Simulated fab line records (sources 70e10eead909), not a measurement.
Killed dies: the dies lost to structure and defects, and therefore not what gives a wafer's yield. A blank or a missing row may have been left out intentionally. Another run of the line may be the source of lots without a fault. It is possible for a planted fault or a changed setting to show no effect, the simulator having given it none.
The tool behind it: which one? | flow nand harc | 15 lots with 45 wafers sampled at 4 steps, on a route of 1302 steps

WHAT THE GAUGES SHOWED, per wafer
NHARC_A_CHANNEL_HOLE_D2_CD_MEAS_31.
lot  | measured     | on        | cd nm (nm)
L462 | day 13 13:21 | cd sem-01 | 90.4 86.9 89.0
L464 | day 14 10:46 | cd sem-03 | 90.7 88.4 89.9
L463 | day 14 14:26 | cd sem-03 | 90.0 89.1 90.0
L465 | day 14 23:51 | cd sem-02 | 89.5 89.0 89.0
L467 | day 15 00:47 | cd sem-03 | 92.2 87.5 88.6
L466 | day 15 03:59 | cd sem-02 | 90.5 89.7 90.1
L472 | day 17 21:11 | cd sem-03 | 89.0 89.5 91.0
L473 | day 18 10:29 | cd sem-03 | 91.9 90.4 92.0
L475 | day 18 22:34 | cd sem-02 | 90.4 90.4 91.7
L478 | day 19 23:35 | cd sem-02 | 90.7 92.2 91.2
L480 | day 20 16:53 | cd sem-02 | 89.9 90.7 89.8
L481 | day 21 03:17 | cd sem-03 | 90.8 91.2 90.7
L482 | day 21 17:45 | cd sem-01 | 89.9 90.4 89.1
L483 | day 22 17:32 | cd sem-01 | 91.0 91.6 91.3
L484 | day 22 23:11 | cd sem-03 | 88.8 91.9 91.7

NHARC_A_CHANNEL_FILL_D2_INSPECT_13.
lot  | measured     | on                | raw defect count
L462 | day 15 15:16 | defect inspect-02 | 252 359 317
L464 | day 16 14:43 | defect inspect-02 | 245 320 404
L463 | day 16 14:32 | defect inspect-02 | 233 331 290
L465 | day 17 00:22 | defect inspect-02 | 231 276 374
L467 | day 17 00:22 | defect inspect-02 | 655 463 424
L466 | day 17 04:34 | defect inspect-01 | 247 353 208
L472 | day 20 02:18 | defect inspect-01 | 395 533 392
L473 | day 20 11:54 | defect inspect-02 | 437 396 548
L475 | day 21 04:06 | defect inspect-02 | 358 276 330
L478 | day 22 01:44 | defect inspect-01 | 509 317 614
L480 | day 22 21:19 | defect inspect-01 | 264 423 335
L481 | day 23 06:31 | defect inspect-01 | 401 266 303
L482 | day 23 21:30 | defect inspect-01 | 468 318 257
L483 | day 24 18:40 | defect inspect-01 | 219 403 353
L484 | day 24 23:40 | defect inspect-01 | 365 327 453

EACH LOT AND THE TOOL THAT RAN IT (in order: tool; ch and the chambers of the sampled wafers; start)
lot  | NHARC_A_CHANNEL_FILL_D2_ALD_16   | NHARC_A_CHANNEL_FILL_D2_ALD_25
L462 | ald hk-02 ch 0,2, day 14 02:27   | ald hk-02 ch 0,1,2, day 15 03:18
L464 | ald hk-04 ch 0,1, day 14 23:17   | ald hk-01 ch 0,3, day 16 02:34
L463 | ald hk-04 ch 1,2,3, day 15 03:02 | ald hk-02 ch 0,2,3, day 16 03:58
L465 | ald hk-04 ch 0,1,3, day 15 12:32 | ald hk-04 ch 0,1, day 16 12:20
L467 | ald hk-02 ch 0,1,2, day 15 12:32 | ald hk-01 ch 1,3, day 16 12:19
L466 | ald hk-04 ch 0,1, day 15 16:37   | ald hk-02 ch 1,2,3, day 16 18:34
L472 | ald hk-01 ch 2,3, day 18 11:49   | ald hk-02 ch 1,2,3, day 19 15:36
L473 | ald hk-02 ch 0,1,3, day 18 23:02 | ald hk-02 ch 0,1,2, day 20 00:31
L475 | ald hk-01 ch 0,1, day 19 11:11   | ald hk-02 ch 0,2,3, day 20 15:35
L478 | ald hk-04 ch 0,2,3, day 20 12:08 | ald hk-01 ch 0,2,3, day 21 15:06
L480 | ald hk-02 ch 1,2,3, day 21 06:44 | ald hk-02 ch 0,2,3, day 22 09:20
L481 | ald hk-01 ch 1,2,3, day 21 18:28 | ald hk-04 ch 0,2,3, day 22 19:14
L482 | ald hk-04 ch 1,2, day 22 08:47   | ald hk-04 ch 1,2,3, day 23 10:41
L483 | ald hk-04 ch 0,1, day 23 06:07   | ald hk-01 ch 0,3, day 24 06:37
L484 | ald hk-02 ch 1,3, day 23 11:46   | ald hk-02 ch 0,1,3, day 24 12:16
- NHARC_A_CHANNEL_FILL_D2_ALD_16: deposits SiO2, target thk 1.5 nm, pulse time 10 s, ald cycles 15.
- NHARC_A_CHANNEL_FILL_D2_ALD_25: deposits SiOx, target thk 60 nm, pulse time 10 s, ald cycles 600.

AS READ BY THE TOOLS THEMSELVES (means over the sampled wafers that have a number; for cases with no such wafer, the mark the record gives instead)
NHARC_A_CHANNEL_FILL_D2_ALD_16.
lot  | tool      | heater power outer w (W) | heater power w (W) | precursor pulse height rel
L462 | ald hk-02 | 252                      | 445                | 1.016
L464 | ald hk-04 | 254                      | 441                | 1.010
L463 | ald hk-04 | 274                      | 486                | 0.998
L465 | ald hk-04 | 260                      | 451                | 1.018
L467 | ald hk-02 | 268                      | 485                | 1.001
L466 | ald hk-04 | 260                      | 440                | 0.982
L472 | ald hk-01 | 296                      | 530                | 0.979
L473 | ald hk-02 | 283                      | 498                | 0.998
L475 | ald hk-01 | 282                      | 492                | 0.998
L478 | ald hk-04 | 277                      | 491                | 0.983
L480 | ald hk-02 | 248                      | 446                | 1.004
L481 | ald hk-01 | 287                      | 500                | 0.993
L482 | ald hk-04 | 263                      | 448                | 0.993
L483 | ald hk-04 | 254                      | 436                | 0.985
L484 | ald hk-02 | 258                      | 471                | 1.006

NHARC_A_CHANNEL_FILL_D2_ALD_25.
lot  | tool      | heater power outer w (W) | heater power w (W) | precursor pulse height rel
L462 | ald hk-02 | 273                      | 470                | 0.995
L464 | ald hk-01 | 289                      | 518                | 0.999
L463 | ald hk-02 | 252                      | 456                | 0.979
L465 | ald hk-04 | 255                      | 440                | 0.998
L467 | ald hk-01 | 312                      | 524                | 1.011
L466 | ald hk-02 | 247                      | 440                | 0.987
L472 | ald hk-02 | -                        | -                  | -
L473 | ald hk-02 | -                        | -                  | -
L475 | ald hk-02 | -                        | -                  | -
L478 | ald hk-01 | 264                      | 483                | 0.992
L480 | ald hk-02 | 256                      | 458                | 1.002
L481 | ald hk-04 | 273                      | 494                | 1.012
L482 | ald hk-04 | 267                      | 474                | 1.009
L483 | ald hk-01 | 274                      | 498                | 1.001
L484 | ald hk-02 | 281                      | 486                | 1.001

THE ANSWER, worked out from the rows above alone
Rule: usual is defined by the lots themselves. The widest of any qualifying gaps counts: lots, ordered by their means at a reading, are off when they make up no more than a third of the lots, leave a main group of 4 or more, and stand apart from it by 3 or more times the standard deviation of that group's means. The tables above print the reading to a certain number of digits; a main group whose means all agree to those digits is not used. Also off: a lot with no number at a reading for which 4 or more lots have one. Where the step has rows for the other lots, those lots are counted as sound. Order of review: gauges by route order, followed by the tools' own readings, for which a lot's mean as printed above is used. The first step at which some lot is off is used, and at that step the reading that is off furthest; a lot without a number counts as furthest.
Off, at NHARC_A_CHANNEL_FILL_D2_ALD_25 on heater power outer w: L472, L473, L475. Without a number there: L472, L473, L475. For the main group the mean is 270 W and the standard deviation 17.
A tool fits if, at that step or a process step before it, it ran every lot that is off, and no sound lot after the first of them. Of those tried, none fits.

WHAT HAD BEEN PUT IN BY THE SIMULATOR
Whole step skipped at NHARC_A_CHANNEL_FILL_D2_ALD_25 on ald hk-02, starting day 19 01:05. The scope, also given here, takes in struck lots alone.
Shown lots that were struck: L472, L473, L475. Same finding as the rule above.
